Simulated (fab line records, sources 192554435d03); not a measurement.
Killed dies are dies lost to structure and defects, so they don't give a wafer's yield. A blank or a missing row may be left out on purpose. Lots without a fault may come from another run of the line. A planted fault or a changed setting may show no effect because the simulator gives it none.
fab line records | flow n5_finfet | part 1 of 2: steps 1 to 4 of 6
record lots=24 wafers=72 last_day=18
route steps=1938 shown BEOL_M8@1386 BEOL_M9@1463 BEOL_M10@1505
lots that met no fault: from a run of the same line without faults
start_h: hours from the record's first day to the start of the lot's first wafer shown | wait_h: hours since the lot's step before | " the same as in the row above | L1.1+2: a row that stands for several wafers | - no value, or no start given | * or withheld: withheld | < > ~ a bound
route shown NAME@n: a module of which the file shows steps, and the number in the route of the first | usual: mean/standard deviation of fault-free wafers | same: alike in all rows | chamber/n: place in a boat | sites: the reading at each site | _std_site: their standard deviation | _edge_site: outer sites' mean less inner sites' | radius_mm: how far each site lies from the wafer's centre | mask NAME#n: copy n | behind: the tool/chamber that last shaped the wafer | hold: why the lot was held/for how many hours/how that ended | device: the transistor (n, p or np) that didn't switch | end of line: the same wafers' tests at the end of the route | a step without rows: its recipe alone | killed: dies lost to structure and defects at the first sort, not the wafer's yield | map: a wafer's dies, x killed, . not, _ none there
set.NAME: the setting as run; set.NAME@STEP: as run at that earlier step | model.NAME: the simulator's own value behind a step, which no gauge read
steps of the route over a sample of lots; a table a step, a row a wafer
services: from which hour (start_h, from the record's first day; less than 0 if before it) a tool's chamber was out of use, for how many hours, and why
## steps
# step N5_BEOL_M8_CURE_75
# recipe temp_c=370 time_s=120 ambient=DMADMS/He material=SiCOH_lowk
# usual lamp_power_pct=52.31/0.059 wafer_temp_C_max=371.8/1
# same time_s=120
# columns lot.wafer tool chamber start_h wait_h lamp_power_pct wafer_temp_C_max
L075.2 uv_cure-03 0 220.62 0.1 52.27 372.6
L075.3 " 0 " " 52.37 373.1
L075.5 " 0 " " 52.36 372.5
L074.2 uv_cure-01 2 220.90 0.1 52.31 370.9
L074.5 " 2 " " 52.29 371.0
L074.6 " 2 " " 52.32 371.0
L076.1 uv_cure-01 1 239.23 0.0 52.30 371.1
L076.2 " 1 " " 52.34 371.4
L076.5 " 1 " " 52.32 371.7
L077.1 uv_cure-03 1 239.49 0.2 52.29 370.9
L077.2 " 1 " " 52.26 370.8
L077.5 " 1 " " 52.31 371.0
L078.1 uv_cure-03 2 243.72 0.0 52.30 371.0
L078.4 " 2 " " 52.28 370.8
L078.6 " 2 " " 52.31 371.2
L081.2 uv_cure-01 2 252.81 0.3 52.39 370.6
L081.5 " 2 " " 52.42 370.8
L081.6 " 2 " " 52.39 370.3
L082.1 uv_cure-02 2 263.49 0.6 52.34 373.6
L082.5 " 2 " " 52.29 372.8
L082.6 " 2 " " 52.36 373.6
L080.1 uv_cure-01 1 266.95 0.0 52.24 371.0
L080.3 " 1 " " 52.33 371.5
L080.4 " 1 " " 52.32 371.5
L079.2 uv_cure-01 1 268.38 0.1 52.32 371.2
L079.3 " 1 " " 52.28 371.4
L079.4 " 1 " " 52.36 371.0
L084.1 uv_cure-01 2 269.68 0.4 52.31 370.9
L084.3 " 2 " " 52.28 371.3
L084.6 " 2 " " 52.26 371.5
L083.1 uv_cure-01 0 280.17 0.1 52.33 372.8
L083.3 " 0 " " 52.34 374.8
L083.4 " 0 " " 52.31 372.7
L086.3 uv_cure-03 0 283.86 0.1 52.31 372.0
L086.4 " 0 " " 52.27 371.7
L086.5 " 0 " " 52.21 372.7
L085.1 uv_cure-01 1 287.16 0.0 52.33 371.2
L085.3 " 1 " " 52.33 370.8
L085.6 " 1 " " 52.28 371.1
L090.2 uv_cure-01 0 300.45 0.1 52.31 372.9
L090.4 " 0 " " 52.38 373.6
L090.6 " 0 " " 52.32 372.4
L087.1 uv_cure-01 1 301.27 0.0 52.45 371.5
L087.4 " 1 " " 52.35 371.6
L087.5 " 1 " " 52.27 372.1
L088.1 uv_cure-01 0 306.59 0.0 52.32 372.6
L088.3 " 0 " " 52.28 373.6
L088.6 " 0 " " 52.40 373.4
L089.1 uv_cure-01 0 311.99 0.3 52.34 371.9
L089.3 " 0 " " 52.37 372.5
L089.5 " 0 " " 52.29 372.9
L092.4 uv_cure-03 2 319.82 0.2 52.23 371.1
L092.5 " 2 " " 52.39 371.1
L092.6 " 2 " " 52.23 370.7
L091.1 uv_cure-02 2 320.21 0.1 52.44 373.9
L091.5 " 2 " " 52.43 375.2
L091.6 " 2 " " 52.17 372.6
L093.2 uv_cure-03 1 322.41 0.1 52.26 371.0
L093.4 " 1 " " 52.27 371.1
L093.5 " 1 " " 52.24 371.7
L094.2 uv_cure-03 1 338.66 0.1 52.40 370.9
L094.4 " 1 " " 52.37 370.8
L094.6 " 1 " " 52.37 370.5
L095.1 uv_cure-02 2 349.64 0.0 52.23 373.5
L095.4 " 2 " " 52.32 372.5
L095.5 " 2 " " 52.35 372.6
L097.4 uv_cure-01 1 353.53 0.2 52.32 371.6
L097.5 " 1 " " 52.26 371.5
L097.6 " 1 " " 52.31 371.4
L096.2 uv_cure-03 2 353.98 0.2 52.36 371.6
L096.4 " 2 " " 52.32 371.2
L096.6 " 2 " " 52.35 371.3
# step N5_BEOL_M9_ANNEAL_51
# recipe temp_c=225 time_s=90 ambient=N2
# usual wafer_temp_C_max=226.2/0.34
# same time_s=90
# columns lot.wafer tool chamber start_h wait_h wafer_temp_C_max
L074.2 rtp_anneal-02 0 232.64 2.1 226.1
L074.5 " 0 " " 226.0
L074.6 " 0 " " 226.0
L075.2 rtp_anneal-01 0 232.98 2.3 226.0
L075.3 " 0 " " 226.0
L075.5 " 0 " " 226.5
L076.1 rtp_anneal-01 0 250.95 0.1 226.4
L076.2 " 0 " " 226.2
L076.5 " 0 " " 226.1
L077.1 rtp_anneal-01 0 251.41 0.1 226.7
L077.2 " 0 " " 226.6
L077.5 " 0 " " 226.2
L078.1 rtp_anneal-01 0 253.75 0.1 226.3
L078.4 " 0 " " 226.6
L078.6 " 0 " " 226.2
L081.2 rtp_anneal-01 0 262.27 0.5 226.4
L081.5 " 0 " " 226.2
L081.6 " 0 " " 226.6
L082.1 rtp_anneal-01 0 274.72 0.1 226.1
L082.5 " 0 " " 226.2
L082.6 " 0 " " 227.5
L080.1 rtp_anneal-02 0 278.66 0.7 226.0
L080.3 " 0 " " 226.1
L080.4 " 0 " " 226.0
L079.2 rtp_anneal-01 0 278.77 0.7 226.3
L079.3 " 0 " " 226.5
L079.4 " 0 " " 226.3
L084.1 rtp_anneal-01 0 281.47 0.1 226.3
L084.3 " 0 " " 225.9
L084.6 " 0 " " 226.3
L083.1 rtp_anneal-01 0 288.73 0.1 226.1
L083.3 " 0 " " 226.0
L083.4 " 0 " " 226.8
L086.3 rtp_anneal-02 0 293.36 0.1 226.2
L086.4 " 0 " " 226.0
L086.5 " 0 " " 225.3
L085.1 rtp_anneal-02 0 298.35 0.8 225.5
L085.3 " 0 " " 225.8
L085.6 " 0 " " 226.0
L090.2 rtp_anneal-02 0 307.69 0.1 225.8
L090.4 " 0 " " 226.1
L090.6 " 0 " " 226.2
L087.1 rtp_anneal-02 0 313.37 0.3 225.7
L087.4 " 0 " " 225.9
L087.5 " 0 " " 225.7
L088.1 rtp_anneal-01 0 317.52 0.1 226.3
L088.3 " 0 " " 226.3
L088.6 " 0 " " 226.2
L089.1 rtp_anneal-02 0 322.45 0.9 226.1
L089.3 " 0 " " 226.0
L089.5 " 0 " " 226.0
L092.4 rtp_anneal-01 0 334.37 0.2 226.4
L092.5 " 0 " " 226.9
L092.6 " 0 " " 226.4
L091.1 rtp_anneal-01 0 335.03 0.1 226.2
L091.5 " 0 " " 226.3
L091.6 " 0 " " 226.1
L093.2 rtp_anneal-01 0 338.06 0.1 226.2
L093.4 " 0 " " 226.0
L093.5 " 0 " " 227.0
L094.2 rtp_anneal-02 0 349.42 0.1 225.6
L094.4 " 0 " " 225.9
L094.6 " 0 " " 226.0
L095.1 rtp_anneal-02 0 364.37 0.1 226.1
L095.4 " 0 " " 226.1
L095.5 " 0 " " 225.8
L097.4 rtp_anneal-01 0 366.78 0.2 226.0
L097.5 " 0 " " 226.8
L097.6 " 0 " " 225.9
L096.2 rtp_anneal-01 0 367.22 0.2 225.7
L096.4 " 0 " " 226.5
L096.6 " 0 " " 226.2
# step N5_BEOL_M10_DESCUM_33
# recipe chemistry=O2 time_s=7.9 source_power_w=50 bias_power_w=20 pressure_mtorr=20 rf_frequency_hz=2.712e+07 temp_c=40 resist=CAR-ArF o2_flow_sccm=225
# usual drypump_motor_current_A=5.9/0.58 oes_product_au=0.79/0.097 rf_vpp_V=243.6/1.5 showerhead_plenum_p_Torr=2.12/0.084 throttle_valve_pct=20.38/0.27
# same time_s=7.9
# columns lot.wafer tool chamber start_h wait_h drypump_motor_current_A oes_product_au rf_hours_counter_h rf_vpp_V showerhead_plenum_p_Torr throttle_valve_pct
L074.2 rie_diel-01 3 238.97 0.0 5.1 0.82 72 242.5 2.02 19.98
L074.5 " 3 " " 5.1 0.81 - 242.0 2.02 19.99
L074.6 " 0 " " 6.8 0.72 - 243.6 2.08 20.55
L075.2 rie_diel-02 3 239.12 0.0 6.0 0.88 52 244.6 2.23 20.59
L075.3 " 2 " " 5.7 0.79 107 242.7 2.10 20.38
L075.5 " 3 " " 6.0 0.90 - 246.0 2.23 20.61
L076.1 rie_diel-05 3 256.32 0.3 6.3 0.96 3 246.1 2.25 20.23
L076.2 " 0 " " 5.6 0.96 13 244.0 2.15 20.50
L076.5 " 0 " " 5.6 0.96 - 244.4 2.15 20.52
L077.1 rie_diel-01 3 256.58 0.2 5.1 0.80 79 242.5 2.01 19.99
L077.2 " 0 " " 6.8 0.71 196 241.9 2.07 20.57
L077.5 " 3 " " 5.1 0.80 - 240.7 2.01 19.98
L078.1 rie_diel-01 3 259.37 0.0 5.1 0.80 81 241.8 2.01 19.98
L078.4 " 0 " " 6.8 0.71 - 241.2 2.07 20.55
L078.6 " 3 " " 5.1 0.80 - 243.3 2.01 20.00
L081.2 rie_diel-02 3 268.03 0.1 5.9 0.87 62 244.3 2.23 20.62
L081.5 " 2 " " 5.7 0.77 - 242.0 2.09 20.40
L081.6 " 1 " " 6.5 0.87 - 245.2 2.20 19.99
L082.1 rie_diel-05 0 279.43 0.0 5.6 0.94 22 244.6 2.15 20.52
L082.5 " 2 " " 5.6 0.69 - 242.6 2.16 20.70
L082.6 " 1 " " 6.5 0.68 - 243.1 2.04 20.01
L079.2 rie_diel-01 0 282.86 0.0 6.8 0.71 204 243.2 2.07 20.56
L079.3 " 2 " " 4.9 0.69 225 241.1 1.99 20.51
L079.4 " 1 " " 6.2 0.79 129 244.0 2.20 20.54
L080.1 rie_diel-05 2 283.25 0.3 5.6 0.69 222 244.4 2.15 20.70
L080.3 " 3 " " 6.2 0.93 12 245.1 2.25 20.25
L080.4 " 0 " " 5.6 0.92 23 243.5 2.15 20.51
L084.1 rie_diel-05 3 286.93 0.1 6.2 0.93 13 247.6 2.25 20.26
L084.3 " 2 " " 5.5 0.70 223 245.6 2.15 20.69
L084.6 " 2 " " 5.6 0.69 - 242.5 2.15 20.71
L083.1 rie_diel-02 3 294.53 0.0 6.0 0.87 69 244.9 2.23 20.63
L083.3 " 2 " " 5.6 0.77 125 244.3 2.09 20.42
L083.4 " 0 " " 6.2 0.68 243 243.9 2.14 20.13
L086.3 rie_diel-01 2 300.17 0.4 4.9 0.68 231 241.6 1.98 20.52
L086.4 " 3 " " 5.1 0.80 93 240.5 2.01 20.01
L086.5 " 3 " " 5.1 0.80 - 241.7 2.01 20.01
L085.1 rie_diel-05 0 303.19 0.2 5.6 0.91 32 245.5 2.15 20.54
L085.3 " 3 " " 6.2 0.92 20 244.8 2.25 20.27
L085.6 " 2 " " 5.6 0.69 - 243.9 2.15 20.71
L090.2 rie_diel-05 2 311.18 0.0 5.6 0.69 234 244.4 2.15 20.71
L090.4 " 3 " " 6.2 0.90 - 244.2 2.25 20.29
L090.6 " 0 " " 5.6 0.91 - 244.5 2.14 20.53
L087.1 rie_diel-01 3 318.82 0.1 5.1 0.79 100 241.8 2.01 20.04
L087.4 " 2 " " 4.9 0.67 238 240.2 1.98 20.54
L087.5 " 1 " " 6.2 0.77 - 245.9 2.19 20.55
L088.1 rie_diel-01 3 322.03 0.0 5.1 0.78 101 241.4 2.01 20.04
L088.3 " 2 " " 4.9 0.67 239 240.6 1.98 20.54
L088.6 " 1 " " 6.1 0.78 - 245.1 2.19 20.55
L089.1 rie_diel-05 2 330.65 0.1 5.6 0.68 243 245.2 2.15 20.72
L089.3 " 3 " " 6.2 0.89 32 245.4 2.24 20.28
L089.5 " 2 " " 5.6 0.67 - 243.7 2.15 20.73
L092.4 rie_diel-05 2 340.39 0.0 5.6 0.68 247 243.5 2.15 20.75
L092.5 " 2 " " 5.6 0.68 - 244.3 2.15 20.74
L092.6 " 1 " " 6.5 0.94 - 243.3 2.04 19.63
L091.1 rie_diel-01 1 342.61 0.6 6.1 0.75 154 243.8 2.19 20.57
L091.5 " 1 " " 6.1 0.76 - 245.1 2.19 20.57
L091.6 " 2 " " 4.9 0.67 - 241.7 1.98 20.53
L093.2 rie_diel-02 1 342.69 0.5 6.5 0.83 80 244.7 2.19 20.04
L093.4 " 3 " " 6.0 0.86 - 245.9 2.22 20.64
L093.5 " 2 " " 5.6 0.76 - 243.2 2.09 20.43
L094.2 rie_diel-01 2 355.43 0.5 4.9 0.66 255 240.4 1.98 20.56
L094.4 " 2 " " 4.9 0.66 - 241.2 1.97 20.55
L094.6 " 0 " " 6.8 0.68 - 242.1 2.06 20.62
L095.1 rie_diel-05 2 370.40 0.6 5.6 0.99 2 244.4 2.14 20.34
L095.4 " 1 " " 6.5 0.90 17 242.3 2.04 19.65
L095.5 " 3 " " 6.2 0.87 - 244.5 2.24 20.30
L097.4 rie_diel-05 3 370.87 0.9 6.2 0.87 47 246.6 2.24 20.31
L097.5 " 0 " " 5.6 0.88 - 243.2 2.14 20.57
L097.6 " 3 " " 6.2 0.87 - 245.4 2.24 20.30
L096.2 rie_diel-01 0 371.09 0.9 6.8 0.68 243 244.1 2.06 20.64
L096.4 " 3 " " 5.1 0.77 - 242.4 2.00 20.06
L096.6 " 0 " " 6.8 0.67 - 242.6 2.06 20.64
# step N5_BEOL_M10_ETCH_66
# recipe chemistry=N2/H2 target=SOC target_depth_a=1200 overetch_a=240 mask_material=SiARC temp_c=40 time_s=180 ion_energy_ev=200 pressure_mtorr=30 source_w=840 bias_w=150 n2_flow_sccm=200 h2_flow_sccm=200
# usual drypump_motor_current_A=5.9/0.57 n2_flow_sccm=200.0/0.6 oes_product_au=0.64/0.075 rf_vpp_V=524.9/2.5 showerhead_plenum_p_Torr=2.58/0.089 throttle_valve_pct=17.76/0.24
# same time_s=180
# columns lot.wafer tool chamber start_h wait_h drypump_motor_current_A n2_flow_sccm oes_product_au rf_hours_counter_h rf_vpp_V showerhead_plenum_p_Torr throttle_valve_pct
L074.2 rie_diel-01 3 239.05 0.0 5.1 199.6 0.66 72 522.6 2.48 17.51
L074.5 " 3 " " 5.1 200.0 0.66 - 520.8 2.48 17.52
L074.6 " 0 " " 6.8 200.5 0.59 - 523.8 2.51 17.82
L075.2 rie_diel-02 3 239.21 0.0 6.0 199.6 0.71 52 528.1 2.68 17.72
L075.3 " 2 " " 5.6 200.6 0.63 107 524.6 2.57 18.03
L075.5 " 3 " " 6.0 200.4 0.71 - 528.2 2.68 17.71
L076.1 rie_diel-05 3 256.41 0.0 6.2 199.8 0.79 3 529.5 2.71 17.47
L076.2 " 0 " " 5.6 199.8 0.77 13 524.8 2.58 17.69
L076.5 " 0 " " 5.6 200.3 0.77 - 525.2 2.58 17.69
L077.1 rie_diel-01 3 256.66 0.0 5.1 199.5 0.65 79 521.7 2.47 17.52
L077.2 " 0 " " 6.8 200.3 0.59 196 522.7 2.51 17.81
L077.5 " 3 " " 5.1 199.1 0.65 - 521.3 2.47 17.52
L078.1 rie_diel-01 3 259.45 0.0 5.1 199.6 0.66 81 523.8 2.47 17.55
L078.4 " 0 " " 6.8 201.2 0.58 - 524.9 2.51 17.82
L078.6 " 3 " " 5.1 200.3 0.65 - 522.9 2.47 17.53
L081.2 rie_diel-02 3 268.11 0.0 6.0 199.7 0.68 62 527.7 2.68 17.72
L081.5 " 2 " " 5.7 199.6 0.63 - 524.1 2.57 18.04
L081.6 " 1 " " 6.5 200.2 0.70 - 527.3 2.70 17.48
L082.1 rie_diel-05 0 279.52 0.0 5.6 199.9 0.76 22 525.1 2.58 17.71
L082.5 " 2 " " 5.6 201.5 0.56 - 526.0 2.62 18.15
L082.6 " 1 " " 6.5 199.6 0.56 - 522.1 2.51 17.60
L079.2 rie_diel-01 0 282.95 0.0 6.8 200.1 0.58 204 522.1 2.51 17.83
L079.3 " 2 " " 4.9 200.3 0.56 225 520.1 2.42 17.96
L079.4 " 1 " " 6.1 200.6 0.63 129 526.8 2.66 17.96
L080.1 rie_diel-05 2 283.34 0.0 5.6 199.8 0.56 222 526.2 2.62 18.15
L080.3 " 3 " " 6.3 199.4 0.76 12 529.4 2.70 17.49
L080.4 " 0 " " 5.6 198.5 0.75 23 524.2 2.58 17.72
L084.1 rie_diel-05 3 287.02 0.0 6.2 198.9 0.76 13 529.1 2.70 17.50
L084.3 " 2 " " 5.6 200.0 0.57 223 524.0 2.62 18.13
L084.6 " 2 " " 5.6 200.0 0.56 - 524.1 2.62 18.15
L083.1 rie_diel-02 3 294.62 0.0 6.0 199.9 0.68 69 526.9 2.68 17.75
L083.3 " 2 " " 5.7 200.2 0.62 125 523.8 2.56 18.05
L083.4 " 0 " " 6.3 201.9 0.55 243 527.0 2.60 17.61
L086.3 rie_diel-01 2 300.26 0.0 4.9 199.2 0.55 231 520.9 2.41 17.97
L086.4 " 3 " " 5.1 199.8 0.64 93 522.1 2.47 17.56
L086.5 " 3 " " 5.1 198.7 0.64 - 522.1 2.47 17.54
L085.1 rie_diel-05 0 303.28 0.0 5.6 200.2 0.74 32 524.9 2.57 17.70
L085.3 " 3 " " 6.2 200.5 0.74 20 528.2 2.70 17.50
L085.6 " 2 " " 5.5 199.0 0.56 - 526.1 2.61 18.17
L090.2 rie_diel-05 2 311.27 0.0 5.6 199.4 0.56 235 526.3 2.61 18.16
L090.4 " 3 " " 6.2 200.8 0.74 - 528.6 2.70 17.51
L090.6 " 0 " " 5.6 199.8 0.73 - 526.5 2.57 17.71
L087.1 rie_diel-01 3 318.91 0.0 5.1 200.7 0.64 100 522.5 2.47 17.55
L087.4 " 2 " " 4.9 199.6 0.55 238 521.4 2.41 17.99
L087.5 " 1 " " 6.2 200.7 0.61 - 527.7 2.66 18.01
L088.1 rie_diel-01 3 322.12 0.0 5.1 199.9 0.64 101 521.8 2.47 17.58
L088.3 " 2 " " 4.9 200.7 0.55 239 520.0 2.41 17.99
L088.6 " 1 " " 6.1 199.9 0.61 - 527.4 2.66 17.99
L089.1 rie_diel-05 2 330.73 0.0 5.6 200.4 0.55 243 525.8 2.61 18.17
L089.3 " 3 " " 6.2 199.7 0.71 32 528.5 2.69 17.52
L089.5 " 2 " " 5.6 200.4 0.55 - 525.4 2.61 18.17
L092.4 rie_diel-05 2 340.48 0.0 5.6 200.7 0.56 247 525.6 2.61 18.18
L092.5 " 2 " " 5.6 200.5 0.55 - 527.5 2.61 18.17
L092.6 " 1 " " 6.5 200.0 0.75 - 521.5 2.51 17.18
L091.1 rie_diel-01 1 342.69 0.0 6.2 199.2 0.62 154 527.1 2.65 18.00
L091.5 " 1 " " 6.1 199.5 0.62 - 527.5 2.65 18.01
L091.6 " 2 " " 4.9 199.7 0.54 - 519.8 2.41 18.00
L093.2 rie_diel-02 1 342.77 0.0 6.5 200.6 0.67 80 529.4 2.68 17.53
L093.4 " 3 " " 6.0 199.6 0.67 - 527.0 2.67 17.77
L093.5 " 2 " " 5.7 199.6 0.61 - 522.8 2.56 18.07
L094.2 rie_diel-01 2 355.51 0.0 4.9 199.6 0.55 255 521.1 2.40 18.02
L094.4 " 2 " " 4.9 199.1 0.55 - 520.9 2.40 18.02
L094.6 " 0 " " 6.8 200.0 0.56 - 525.0 2.49 17.89
L095.1 rie_diel-05 2 370.49 0.0 5.6 200.7 0.78 2 526.4 2.60 17.72
L095.4 " 1 " " 6.5 200.4 0.72 17 523.0 2.50 17.18
L095.5 " 3 " " 6.2 199.7 0.70 - 526.2 2.69 17.54
L097.4 rie_diel-05 3 370.95 0.0 6.2 200.1 0.70 47 528.1 2.69 17.53
L097.5 " 0 " " 5.6 200.6 0.70 - 524.7 2.56 17.76
L097.6 " 3 " " 6.2 200.6 0.71 - 527.4 2.69 17.55
L096.2 rie_diel-01 0 371.18 0.0 6.8 200.6 0.56 243 523.0 2.49 17.92
L096.4 " 3 " " 5.1 199.6 0.62 - 520.7 2.46 17.59
L096.6 " 0 " " 6.8 199.2 0.56 - 523.5 2.49 17.90
